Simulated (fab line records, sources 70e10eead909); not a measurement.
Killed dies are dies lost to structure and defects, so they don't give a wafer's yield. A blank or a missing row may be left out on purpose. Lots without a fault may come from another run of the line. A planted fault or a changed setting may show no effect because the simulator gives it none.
A struck lot beside a sound one | flow nand_harc | 29 steps out of a route of 1302
Sound: wafers L938.1, L938.3, L938.6. Struck: wafers L948.2, L948.6. (L948.1 of the same lot was not struck and is left out.) The cause comes at the end.
At each step with rows: each side's tool, then ch and its chambers, then its first start. Under that, the readings that differ: sound wafers | struck wafers | difference of the means | sigmas: that difference in standard deviations of wafers without a fault.
alike: readings whose means differ by less than 2 such deviations, and words and numbers that are the same on both sides. not compared: withheld readings, readings that some wafer has no value for, bounds like >300 that may hide the same value, and numbers for which the record gives no deviation and whose values overlap.
The two part at a step that has a row with sigmas, a row that says differs or no value, or rows on one side only. Numbers that don't overlap but have no deviation are shown without sigmas and don't part them. A reading that every wafer of one side lacks parts them only if that side has two wafers or more.

first, 1 step without rows for these wafers: NHARC_A_CHANNEL_HOLE_D2_DEVELOP_09 (develop time 35 s).
NHARC_A_CHANNEL_HOLE_D2_CD_MEAS_10: target cd 100 nm.
  sound on cd_sem-01 ch 0, day 13 00:00; struck on cd_sem-03 ch 0, day 17 06:18
  alike: cd_nm
NHARC_A_CHANNEL_HOLE_D2_OVL_MEAS_11:
  sound on overlay-02, day 13 00:06; struck on overlay-01, day 17 06:23
  alike: overlay_x_nm, overlay_y_nm
NHARC_A_CHANNEL_HOLE_D2_INSPECT_12:
  sound on defect_inspect-01, day 13 00:08; struck on defect_inspect-02, day 17 06:25
  reading          | sound | struck | difference | sigmas
  raw_defect_count | 4 7 5 | 55 61  | +53        | +2
then, 2 steps without rows for these wafers: NHARC_A_CHANNEL_HOLE_D2_DESCUM_15 (chemistry O2, time 3 s); NHARC_A_CHANNEL_HOLE_D2_ETCH_38 (etches the open film in CF4, target depth 39 nm, time 65 s).
NHARC_A_CHANNEL_HOLE_D2_ETCH_39: etches the open film in N2/H2, target depth 260 nm, time 325 s.
  sound on rie_diel-01 ch 0,2,3; struck on rie_diel-10 ch 0,1
  alike: drypump_motor_current_A, h2_flow_sccm, oes_product_au, rf_fwd_power_W, rf_vpp_V, showerhead_plenum_p_Torr, throttle_valve_pct
  not compared: rf_hours_counter_h
then, 2 steps without rows for these wafers: NHARC_A_CHANNEL_HOLE_D2_ETCH_34 (etches the open film in CF4/CHF3, target depth 154 nm, time 77 s); NHARC_A_CHANNEL_HOLE_D2_ETCH_16 (etches the open film in O2/COS, target depth 3100 nm, time 806 s).
NHARC_A_CHANNEL_HOLE_D2_CD_MEAS_18:
  sound on cd_sem-01, day 13 01:19; struck on cd_sem-02, day 17 07:35
  alike: cd_nm
then, 2 steps without rows for these wafers: NHARC_A_CHANNEL_HOLE_D2_ETCH_19 (etches the open film in C4F8/O2/Ar, time 34.5 s); NHARC_A_CHANNEL_HOLE_D2_ETCH_20 (etches the open film in C4F8/O2/Ar, time 361.9 s, target depth 1600 nm).
NHARC_A_CHANNEL_HOLE_D2_ETCH_21: etches the open film in C4F8/O2/Ar, time 514.3 s, target depth 1600 nm.
  sound on har_etch-02 ch 1, day 13 03:26; struck on har_etch-02 ch 0, day 17 12:13
  reading                     | sound       | struck  | difference | sigmas
  drypump_motor_current_A (A) | 4.9 4.9 4.9 | 6.7 6.7 | +1.8       | +2
  alike: showerhead_plenum_p_Torr, temp_c, throttle_valve_pct
  not compared: rf_hours_counter_h
then, 2 steps without rows for these wafers: NHARC_A_CHANNEL_HOLE_D2_ETCH_22 (etches the open film in C4F8/O2/Ar, time 666.7 s, target depth 1600 nm); NHARC_A_CHANNEL_HOLE_D2_ETCH_23 (etches the open film in C4F8/O2/Ar, time 819 s, target depth 1600 nm).
NHARC_A_CHANNEL_HOLE_D2_ETCH_24: etches the open film in C4F8/O2/Ar, time 906.2 s, target depth 1500 nm.
  sound on har_etch-02 ch 1, day 13 05:11; struck on har_etch-02 ch 0, day 17 13:54
  reading                     | sound       | struck  | difference | sigmas
  drypump_motor_current_A (A) | 4.9 4.9 4.9 | 6.7 6.7 | +1.8       | +2
  alike: showerhead_plenum_p_Torr, temp_c, throttle_valve_pct
  not compared: rf_hours_counter_h
NHARC_A_CHANNEL_HOLE_D2_ETCH_25: etches the open film in C4F8/O2/Ar, time 1040.2 s, target depth 1500 nm.
  sound on har_etch-02 ch 1, day 13 05:59; struck on har_etch-02 ch 0, day 17 14:40
  reading                     | sound       | struck  | difference | sigmas
  drypump_motor_current_A (A) | 5.0 5.0 5.0 | 6.7 6.7 | +1.7       | +2
  alike: showerhead_plenum_p_Torr, temp_c, throttle_valve_pct
  not compared: rf_hours_counter_h
then, 1 step without rows for these wafers: NHARC_A_CHANNEL_HOLE_D2_ETCH_26 (etches the open film in C4F8/O2/Ar, time 224.1 s, target depth 300 nm).
NHARC_A_CHANNEL_HOLE_D2_ETCH_27: etches the open film in C4F8/O2/Ar, time 90 s, target depth 400 nm.
  sound on har_etch-02 ch 1, day 13 06:57; struck on har_etch-02 ch 0, day 17 15:44
  reading                     | sound       | struck  | difference | sigmas
  drypump_motor_current_A (A) | 4.9 4.9 4.9 | 6.7 6.7 | +1.8       | +2
  alike: rf_fwd_power_W, showerhead_plenum_p_Torr, temp_c, throttle_valve_pct
  not compared: rf_hours_counter_h
then, 4 steps without rows for these wafers: NHARC_A_CHANNEL_HOLE_D2_STRIP_41 (strips in N2/H2); NHARC_A_CHANNEL_HOLE_D2_STRIP_42 (strips in CF4/CHF3); NHARC_A_CHANNEL_HOLE_D2_STRIP_43 (strips in O2/COS); NHARC_A_CHANNEL_HOLE_D2_ETCH_44 (etches the open film in CF4/O2, target depth 140 nm, overetch 14 nm, time 77 s).
NHARC_A_CHANNEL_HOLE_D2_STRIP_28: strips in O2.
  sound on rie_diel-06 ch 2,3; struck on rie_diel-01 ch 0,2
  alike: drypump_motor_current_A, oes_product_au, rf_vpp_V, showerhead_plenum_p_Torr, throttle_valve_pct
  not compared: rf_hours_counter_h
then, 2 steps without rows for these wafers: NHARC_A_CHANNEL_HOLE_D2_PRECLEAN_29 (cleans in SC1); NHARC_A_CHANNEL_HOLE_D2_SRD_30.
NHARC_A_CHANNEL_HOLE_D2_CD_MEAS_31:
  sound on cd_sem-01, day 13 08:28; struck on cd_sem-01, day 17 17:17
  alike: cd_nm
NHARC_A_CHANNEL_HOLE_D2_XSEM_32:
  sound on xsem-02 ch 0, day 13 08:34; struck on xsem-01 ch 0, day 17 17:22
  reading     | sound          | struck    | difference | sigmas
  bow_nm (nm) | 8.77 8.79 8.75 | 9.80 9.75 | +1.01      | +3
  alike: bot_cd_nm, tilt_deg
NHARC_A_CHANNEL_HOLE_D2_INSPECT_40:
  sound on defect_inspect-01, day 13 08:40; struck on defect_inspect-02, day 17 17:28
  alike: raw_defect_count

WHERE THEY PART
First at NHARC_A_CHANNEL_HOLE_D2_INSPECT_12; last, within this record, at NHARC_A_CHANNEL_HOLE_D2_XSEM_32. Later steps at which nothing parts them and some readings are alike: NHARC_A_CHANNEL_HOLE_D2_INSPECT_40.

WHY: what the simulator had put in
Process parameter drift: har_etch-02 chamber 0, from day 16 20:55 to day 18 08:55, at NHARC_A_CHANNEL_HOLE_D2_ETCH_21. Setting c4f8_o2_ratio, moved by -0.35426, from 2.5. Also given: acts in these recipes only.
